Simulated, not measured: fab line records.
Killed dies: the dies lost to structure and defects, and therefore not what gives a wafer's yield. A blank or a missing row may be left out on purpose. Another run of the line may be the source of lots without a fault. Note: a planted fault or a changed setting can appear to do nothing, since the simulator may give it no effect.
fab line records    flow n5_finfet    part 1 of 2: steps 1 to 6 of 7
record: lots: 8  wafers: 24  last_day: 18
route steps=1938 shown STI_FIN_REVEAL@183 BEOL_M4@1111 PASSIVATION@1936
lots that met no fault: from a run of the same line without faults
start_h: hours from the record's opening day to when the first of the lot's shown wafers began    wait_h: hours from the lot's prior step to this one    " same as the row above    L1.1+2: one row covering several wafers at once    - no value present, or no start provided    * or withheld: withheld    < > ~ a bound
route shown NAME@n: names a module that has steps shown in the file, with the first one's number in the route    usual: mean/standard deviation taken from wafers without a fault    same: alike in all rows    chamber/n: place in a boat    sites: each site's reading    _std_site: standard deviation across them    _edge_site: mean of outer sites minus mean of inner sites    radius_mm: how far each site lies from the wafer's centre    mask NAME#n: copy n    behind: the last tool/chamber to shape the wafer    hold: why the lot went on hold/how many hours it stayed there/how the hold came to an end    device: which transistor (n, p or np) failed to switch    end of line: the same wafers' tests at the end of the route    for a step that has no rows: nothing shown but its recipe    killed: not the wafer's yield, but the dies lost to structure and defects at the first sort    map: shows each die of a wafer: x if killed, . if not, _ if none is there
set.NAME: the setting that was run; set.NAME@STEP: the one run at that earlier step    model.NAME: the simulator's own value behind a step, which no gauge read
route steps across a sampled set of lots; one table per step, one row per wafer
services: when a tool's chamber went out of use (start_h, in hours from the record's first day, below 0 if earlier), for how many hours, and the reason
== steps ==
step: N5_STI_FIN_REVEAL_ALD_00
recipe: material: SiO2  target_thk_a: 10  temp_c: 300  ald_precursor_family: BDEAS  ald_co_reactant: O2-plasma  pulse_time_s: 1  pressure_torr: 2
usual: heater_power_w: 484/45  precursor_pulse_height_rel: 0.999/0.019
lot.wafer  tool        chamber  start_h  wait_h  heater_power_w  precursor_pulse_height_rel  since_wet_clean_h
L576.1     ald_sin-03  2        28.49    0.0     483             1.018                       126
L576.2     "           1        "        "       519             0.988                       126
L576.3     "           3        "        "       502             0.992                       126
L578.3     ald_sin-04  3        41.12    0.0     430             1.009                       230
L578.4     "           1        "        "       466             1.012                       230
L578.6     "           3        "        "       424             1.014                       -
L579.3     ald_sin-04  2        48.04    0.0     407             1.015                       237
L579.4     "           3        "        "       434             1.007                       237
L579.6     "           0        "        "       490             1.007                       -
L581.3     ald_sin-03  1        59.69    1.1     503             0.981                       157
L581.4     "           2        "        "       498             0.979                       157
L581.6     "           3        "        "       497             1.034                       -
L592.2     ald_sin-03  1        124.70   0.0     521             0.988                       222
L592.3     "           3        "        "       493             1.006                       222
L592.4     "           0        "        "       535             1.021                       222
L595.1     ald_sin-01  2        141.58   0.0     592             1.050                       134
L595.2     "           3        "        "       488             0.988                       134
L595.3     "           1        "        "       489             1.009                       134
L598.1     ald_sin-03  0        159.48   0.0     522             1.029                       257
L598.2     "           3        "        "       497             1.004                       257
L598.4     "           1        "        "       531             0.986                       257
L599.4     ald_sin-04  2        165.69   0.0     395             1.000                       354
L599.5     "           0        "        "       493             1.013                       -
L599.6     "           3        "        "       450             0.945                       -
step: N5_STI_FIN_REVEAL_THK_MEAS_05
usual: thk_nm: 131.9/1.2
lot.wafer  tool           chamber  start_h  wait_h  thk_nm
L576.1     film_metro-01  -        33.87    -       132.5
L576.2     "              -        "        "       131.8
L576.3     "              -        "        "       132.6
L578.3     film_metro-01  -        46.51    -       131.3
L578.4     "              -        "        "       131.4
L578.6     "              -        "        "       130.0
L579.3     film_metro-01  -        53.42    -       133.5
L579.4     "              -        "        "       134.5
L579.6     "              -        "        "       133.9
L581.3     film_metro-02  -        65.07    -       133.2
L581.4     "              -        "        "       131.2
L581.6     "              -        "        "       131.2
L592.2     film_metro-02  -        130.08   -       133.2
L592.3     "              -        "        "       132.6
L592.4     "              -        "        "       131.8
L595.1     film_metro-01  -        146.96   -       129.6
L595.2     "              -        "        "       131.0
L595.3     "              -        "        "       131.2
L598.1     film_metro-01  -        164.86   -       132.1
L598.2     "              -        "        "       131.4
L598.4     "              -        "        "       130.8
L599.4     film_metro-01  -        171.38   -       131.2
L599.5     "              -        "        "       130.8
L599.6     "              -        "        "       130.5
step: N5_STI_FIN_REVEAL_ETCHBACK_08
recipe: chemistry: C4F6/O2  target: SiO2  target_depth_a: 305  time_s: 10.167  ion_energy_ev: 250  pressure_mtorr: 30  source_w: 345  bias_w: 185  Ar_flow_sccm: 300  C4F6_flow_sccm: 10  O2_flow_sccm: 10
usual: drypump_motor_current_A: 5.5/0.38  mfc_ar_sccm: 300.0/0.94  oes_product_au: 0.77/0.083  rf_vpp_V: 667/9.5  showerhead_plenum_p_Torr: 2.84/0.11  throttle_valve_pct: 21.12/0.21
lot.wafer  tool         chamber  start_h  wait_h  drypump_motor_current_A  mfc_ar_sccm  oes_product_au  rf_hours_counter_h  rf_vpp_V  showerhead_plenum_p_Torr  throttle_valve_pct
L576.1     rie_diel-02  0        34.14    0.2     5.6                      300.6        0.74            154                 674       2.75                      21.18
L576.2     "            2        "        "       5.9                      300.6        0.75            152                 651       2.96                      21.25
L576.3     "            1        "        "       5.0                      300.3        0.67            244                 654       2.93                      21.16
L578.3     rie_diel-02  1        46.74    0.1     5.0                      298.8        0.66            250                 655       2.93                      21.16
L578.4     "            1        "        "       5.0                      298.4        0.66            -                   656       2.93                      21.16
L578.6     "            0        "        "       5.7                      300.6        0.74            -                   673       2.74                      21.20
L579.3     rie_diel-02  2        53.66    0.1     5.9                      301.1        0.75            161                 649       2.96                      21.27
L579.4     "            0        "        "       5.7                      300.4        0.73            -                   674       2.74                      21.20
L579.6     "            1        "        "       5.0                      299.3        0.65            -                   655       2.93                      21.17
L581.3     rie_diel-04  3        65.45    0.3     5.6                      300.6        0.73            152                 682       2.72                      21.04
L581.4     "            1        "        "       5.3                      299.3        0.73            177                 660       2.96                      21.38
L581.6     "            3        "        "       5.6                      301.1        0.73            -                   684       2.72                      21.04
L592.2     rie_diel-05  1        130.37   0.2     5.5                      300.8        0.74            173                 674       2.74                      21.33
L592.3     "            2        "        "       5.9                      300.3        0.72            178                 670       2.95                      21.04
L592.4     "            0        "        "       4.9                      300.5        0.81            -                   663       2.86                      20.62
L595.1     rie_diel-05  3        147.26   0.2     5.7                      298.9        0.94            6                   672       3.02                      21.00
L595.2     "            2        "        "       5.9                      300.4        0.72            185                 669       2.94                      21.06
L595.3     "            0        "        "       5.0                      299.2        0.82            70                  660       2.86                      20.65
L598.1     rie_diel-04  2        165.19   0.3     4.8                      300.5        0.88            36                  675       2.78                      21.04
L598.2     "            1        "        "       5.3                      298.7        0.70            214                 659       2.95                      21.44
L598.4     "            3        "        "       5.6                      299.5        0.70            188                 683       2.71                      21.09
L599.4     rie_diel-02  0        171.72   0.1     5.7                      300.8        0.71            197                 673       2.73                      21.24
L599.5     "            2        "        "       5.9                      299.0        0.71            -                   650       2.94                      21.30
L599.6     "            1        "        "       5.0                      301.1        0.88            -                   653       2.91                      20.91
step: N5_STI_FIN_REVEAL_ETCH_34
recipe: chemistry: H2  mode: isotropic  material: Si  target: Si  target_depth_a: 9.7  temp_c: 20  pressure_mtorr: 4.5  icp_w: 300  bias_w: 0  h2_flow_sccm: 7.5  he_flow_sccm: 142.5
usual: drypump_motor_current_A: 6.0/0.4  oes_product_au: 1.003/0.02  throttle_valve_pct: 26.0/0.59
lot.wafer  tool       chamber  start_h  wait_h  drypump_motor_current_A  oes_product_au  rf_hours_counter_h  throttle_valve_pct
L576.1     rie_si-01  3        36.66    0.3     6.7                      1.033           5                   25.4
L576.2     "          1        "        "       6.0                      0.992           118                 25.9
L576.3     "          2        "        "       5.4                      0.993           181                 25.9
L578.3     rie_si-03  1        49.27    0.2     5.6                      1.015           110                 26.3
L578.4     "          0        "        "       6.5                      0.994           115                 24.9
L578.6     "          3        "        "       5.8                      1.004           -                   26.4
L579.3     rie_si-04  3        56.19    0.2     6.3                      0.989           87                  26.2
L579.4     "          2        "        "       5.4                      1.001           93                  25.0
L579.6     "          0        "        "       5.6                      0.971           -                   26.1
L581.3     rie_si-04  3        67.80    0.1     6.3                      0.985           87                  26.2
L581.4     "          1        "        "       6.1                      1.055           89                  26.5
L581.6     "          0        "        "       5.6                      0.983           -                   26.1
L592.2     rie_si-01  2        132.72   0.1     5.4                      1.005           183                 25.9
L592.3     "          0        "        "       6.0                      1.005           95                  26.6
L592.4     "          1        "        "       6.0                      0.995           119                 25.9
L595.1     rie_si-04  1        149.60   0.2     6.1                      1.054           91                  26.5
L595.2     "          3        "        "       6.2                      0.991           88                  26.2
L595.3     "          0        "        "       5.6                      0.974           173                 26.1
L598.1     rie_si-03  2        167.54   0.2     6.4                      1.004           20                  26.5
L598.2     "          1        "        "       5.6                      1.010           112                 26.3
L598.4     "          0        "        "       6.5                      0.990           117                 24.9
L599.4     rie_si-04  3        174.07   0.1     6.3                      0.984           89                  26.2
L599.5     "          2        "        "       5.4                      1.014           -                   25.0
L599.6     "          3        "        "       6.3                      0.981           -                   26.2
step: N5_STI_FIN_REVEAL_FIN_H_MEAS_10
usual: trench_depth_nm: 51.8/0.57
lot.wafer  tool    chamber  start_h  wait_h  trench_depth_nm
L576.1     ocd-01  -        37.27    0.0     52.2
L576.2     "       -        "        "       52.9
L576.3     "       -        "        "       51.6
L578.3     ocd-01  -        50.06    0.0     52.4
L578.4     "       -        "        "       52.1
L578.6     "       -        "        "       51.9
L579.3     ocd-01  -        56.86    0.0     42.1
L579.4     "       -        "        "       41.9
L579.6     "       -        "        "       41.9
L581.3     ocd-02  -        68.41    0.0     52.2
L581.4     "       -        "        "       51.7
L581.6     "       -        "        "       52.0
L592.2     ocd-01  -        133.33   0.0     51.6
L592.3     "       -        "        "       51.4
L592.4     "       -        "        "       51.4
L595.1     ocd-01  -        150.21   0.0     51.5
L595.2     "       -        "        "       52.4
L595.3     "       -        "        "       52.9
L598.1     ocd-01  -        168.15   0.0     53.0
L598.2     "       -        "        "       52.7
L598.4     "       -        "        "       52.6
L599.4     ocd-01  -        174.68   0.0     51.0
L599.5     "       -        "        "       50.9
L599.6     "       -        "        "       51.4
step: N5_BEOL_M4_RC_MEAS_101
usual: CJ_N: 4.34/0.095  DIBL_N: 36.9/1.7  DIBL_P: 36.7/2.1  EOT_N: 10.54/0.095  IGATE_N: 0.0123/0.0018  IOFF_N: 0.17/0.032  IOFF_N_85C: 3.3/0.52  IOFF_N_LIN: 0.077/0.012  IOFF_N_LONG: 5.63e-05/2.6e-06  IOFF_P: 0.22/0.036  IOFF_P_85C: 3.8/0.52  IOFF_P_LIN: 0.102/0.013  ION_N: 674/12  ION_P: 461/7  RC_DENSE_N: 19.1/0.49  RC_N: 15.6/0.4  REXT_N: 75.2/1.5  REXT_P: 101.1/2.4  RS_SD_N: 28.4/0.47  SS_N: 71.7/0.6  SS_P: 73.4/0.67  VT_N: 249/3.1  VT_N_LONG: 274.5/1.9  VT_N_LVT: 98/3.1  VT_P: -250/3.2
lot.wafer  tool       chamber  start_h  wait_h  CJ_N  DIBL_N[mV/V]  DIBL_P[mV/V]  EOT_N  IGATE_N[nA/um]  IOFF_N[nA/um]  IOFF_N_85C[nA/um]  IOFF_N_LIN[nA/um]  IOFF_N_LONG[nA/um]  IOFF_P[nA/um]  IOFF_P_85C[nA/um]  IOFF_P_LIN[nA/um]  ION_N[uA/um]  ION_P[uA/um]  RC_DENSE_N[ohm.um]  RC_N[ohm.um]  REXT_N[ohm.um]  REXT_P[ohm.um]  RS_SD_N[ohm/sq]  SS_N[mV/dec]  SS_P[mV/dec]  VT_N[mV]  VT_N_LONG[mV]  VT_N_LVT[mV]  VT_P[mV]
L576.1     prober-01  0        169.52   0.0     4.43  35.5          35.5          10.72  0.0094          0.14           2.7                0.063              5.69e-05            0.18           3.3                0.089              657           448           18.9                15.4          74.2            100.9           28.0             71.7          72.8          253       273.1          100           -254
L576.2     "          0        "        "       4.30  36.4          36.6          10.52  0.0120          0.15           2.9                0.069              5.62e-05            0.20           3.6                0.097              674           464           19.2                15.6          75.1            100.2           28.1             71.3          73.2          254       275.0          97            -251
L576.3     "          0        "        "       4.40  35.7          34.9          10.54  0.0129          0.14           2.8                0.067              5.69e-05            0.18           3.4                0.092              666           456           19.4                15.8          74.3            101.3           28.4             70.9          73.1          250       275.0          98            -251
L579.3     prober-02  0        182.21   0.3     4.16  104.2         90.9          10.59  0.0083          18.57          166.4              0.297              4.8e-05             22.56          187.3              0.501              574           397           19.2                15.8          83.8            109.8           28.3             150.4         147.4         254       278.9          102           -249
L579.4     "          0        "        "       -     -             99.3          -      -               -              -                  -                  -                   31.96          249.4              0.628              -             398           -                   -             -               110.7           -                -             152.2         -         -              -             -249
L579.6     "          0        "        "       -     -             90.0          -      -               -              -                  -                  -                   21.89          182.6              0.501              -             391           -                   -             -               110.2           -                -             144.9         -         -              -             -247
L578.3     prober-02  0        186.05   0.3     4.29  35.1          33.9          10.47  0.0142          0.13           2.6                0.063              5.4e-05             0.15           2.8                0.077              653           449           18.6                15.0          74.3            101.9           27.7             70.7          73.5          251       273.7          102           -257
L578.4     "          0        "        "       4.22  37.2          36.8          10.42  0.0170          0.17           3.2                0.078              5.3e-05             0.19           3.3                0.087              682           455           19.1                15.7          74.9            102.1           27.8             71.6          73.1          251       272.4          97            -255
L578.6     "          0        "        "       4.46  37.5          35.1          10.47  0.0149          0.17           3.3                0.077              5.49e-05            0.16           3.0                0.080              677           451           18.1                14.8          72.8            102.2           28.0             71.5          73.5          248       274.9          98            -256
L581.3     prober-02  0        197.64   0.4     4.23  38.0          40.4          10.30  0.0137          0.20           3.8                0.091              5.37e-05            0.27           4.5                0.116              687           469           18.0                14.7          78.3            97.7            27.4             72.1          73.6          244       276.0          97            -246
L581.4     "          0        "        "       4.39  35.7          36.3          10.49  0.0129          0.16           3.1                0.072              5.52e-05            0.20           3.5                0.094              670           464           18.4                15.2          77.1            98.4            27.3             71.7          72.8          248       276.2          99            -251
L581.6     "          0        "        "       4.25  37.3          39.3          10.70  0.0092          0.18           3.5                0.082              5.45e-05            0.26           4.3                0.112              671           463           18.9                15.7          78.3            97.8            27.4             72.3          73.7          248       276.6          98            -248
L592.2     prober-01  0        253.01   0.2     4.20  36.7          36.8          10.54  0.0133          0.14           2.7                0.066              5.52e-05            0.19           3.4                0.089              664           454           18.9                15.3          74.8            96.2            28.9             71.6          73.0          251       277.2          102           -253
L592.3     "          0        "        "       4.35  37.6          36.9          10.55  0.0109          0.18           3.3                0.077              5.79e-05            0.19           3.4                0.090              671           455           19.6                15.9          73.3            97.8            28.7             72.4          72.8          248       272.8          97            -251
L592.4     "          0        "        "       4.22  36.9          36.5          10.57  0.0136          0.15           2.8                0.068              5.69e-05            0.18           3.2                0.086              660           456           18.9                15.7          74.3            97.2            29.2             71.9          72.7          252       273.5          100           -252
L595.1     prober-01  0        285.93   0.0     4.28  37.1          37.7          10.49  0.0112          0.17           3.4                0.082              6.09e-05            0.27           4.5                0.125              679           465           19.5                16.0          78.4            105.8           28.5             72.8          73.5          248       269.1          97            -245
L595.2     "          0        "        "       4.31  36.4          35.5          10.48  0.0127          0.15           3.0                0.072              6.13e-05            0.22           3.8                0.107              668           461           19.4                15.7          77.1            106.7           28.7             71.0          73.3          252       273.6          101           -245
L595.3     "          0        "        "       4.41  38.0          38.3          10.58  0.0120          0.21           3.9                0.095              6.13e-05            0.28           4.6                0.129              702           472           18.3                14.8          75.8            104.9           28.6             73.2          74.1          244       273.7          94            -245
L598.1     prober-02  0        295.20   0.0     4.31  37.5          38.7          10.42  0.0146          0.20           3.7                0.091              5.85e-05            0.28           4.6                0.128              681           473           19.2                15.7          75.5            102.8           28.7             72.4          74.4          244       272.9          95            -247
L598.2     "          0        "        "       4.29  38.9          40.3          10.58  0.0128          0.23           4.2                0.099              5.82e-05            0.30           4.9                0.134              696           471           18.6                15.1          75.2            103.8           28.8             72.0          74.2          245       275.7          95            -243
L598.4     "          0        "        "       4.29  35.0          35.1          10.44  0.0133          0.14           2.8                0.068              5.92e-05            0.22           3.7                0.107              660           468           19.8                16.1          75.7            103.7           28.5             71.2          73.2          251       274.6          100           -249
L599.4     prober-01  0        312.33   0.5     4.28  39.1          38.5          10.56  0.0101          0.18           3.4                0.080              5.3e-05             0.23           4.1                0.107              663           460           18.8                15.4          74.9            105.6           28.8             71.9          74.1          251       275.5          98            -249
L599.5     "          0        "        "       4.27  37.7          37.1          10.72  0.0099          0.16           3.1                0.073              5.24e-05            0.22           3.9                0.104              659           458           19.2                15.8          75.9            104.9           28.6             72.1          73.7          252       274.0          98            -248
L599.6     "          0        "        "       4.38  39.5          39.5          10.56  0.0098          0.19           3.7                0.085              5.14e-05            0.26           4.6                0.120              681           467           19.0                15.5          75.4            104.7           28.8             72.8          73.8          251       277.2          97            -247
== key ==
first_sign: step: N5_STI_FIN_REVEAL_FIN_H_MEAS_10  reading: trench_depth_nm  direction: down  sigmas: 17  usual: 51.8  struck: 42.0
effect: step: N5_BEOL_M4_RC_MEAS_101  reading: IOFF_P  direction: up  sigmas: 99+  usual: 0.22  struck: 25.47
effect: step: N5_BEOL_M4_RC_MEAS_101  reading: IOFF_P_85C  direction: up  sigmas: 99+  usual: 3.8  struck: 206.5
effect: step: N5_BEOL_M4_RC_MEAS_101  reading: SS_P  direction: up  sigmas: 99+  usual: 73.4  struck: 148.1
effect: step: N5_BEOL_M4_RC_MEAS_101  reading: IOFF_P_LIN  direction: up  sigmas: 33  usual: 0.102  struck: 0.544
effect: step: N5_BEOL_M4_RC_MEAS_101  reading: DIBL_P  direction: up  sigmas: 26  usual: 36.7  struck: 93.4
effect: step: N5_BEOL_M4_RC_MEAS_101  reading: ION_P  direction: down  sigmas: 9.3  usual: 461  struck: 395
effect: step: N5_BEOL_M4_RC_MEAS_101  reading: REXT_P  direction: up  sigmas: 3.8  usual: 101.1  struck: 110.3
effect: step: N5_BEOL_M4_RC_MEAS_101  reading: CJ_N  direction: missing
effect: step: N5_BEOL_M4_RC_MEAS_101  reading: DIBL_N  direction: missing
effect: step: N5_BEOL_M4_RC_MEAS_101  reading: EOT_N  direction: missing
effect: step: N5_BEOL_M4_RC_MEAS_101  reading: IGATE_N  direction: missing
effect: step: N5_BEOL_M4_RC_MEAS_101  reading: IOFF_N  direction: missing
effect: step: N5_PASSIVATION_PROBE_49  reading: sort_bin_4_leakage  direction: up  sigmas: 99+  usual: 0.00  struck: 92.74
met_at N5_STI_FIN_REVEAL_ETCHBACK_08
struck_lots L579
struck_wafers L579.3,L579.4,L579.6
not_acting_at N5_STI_FIN_REVEAL_ALD_00,N5_STI_FIN_REVEAL_THK_MEAS_05,N5_STI_FIN_REVEAL_ETCH_34
onset_between 46.74 53.66
fault: kind: process_parameter_drift  tool: rie_diel-02  chamber: -  onset_h: 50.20  steps: N5_STI_FIN_REVEAL_ETCHBACK_08  channel: time_s  offset: *  shape: step  end_h: 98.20  scope: struck_wafers_only  acts_in: *  stated: *
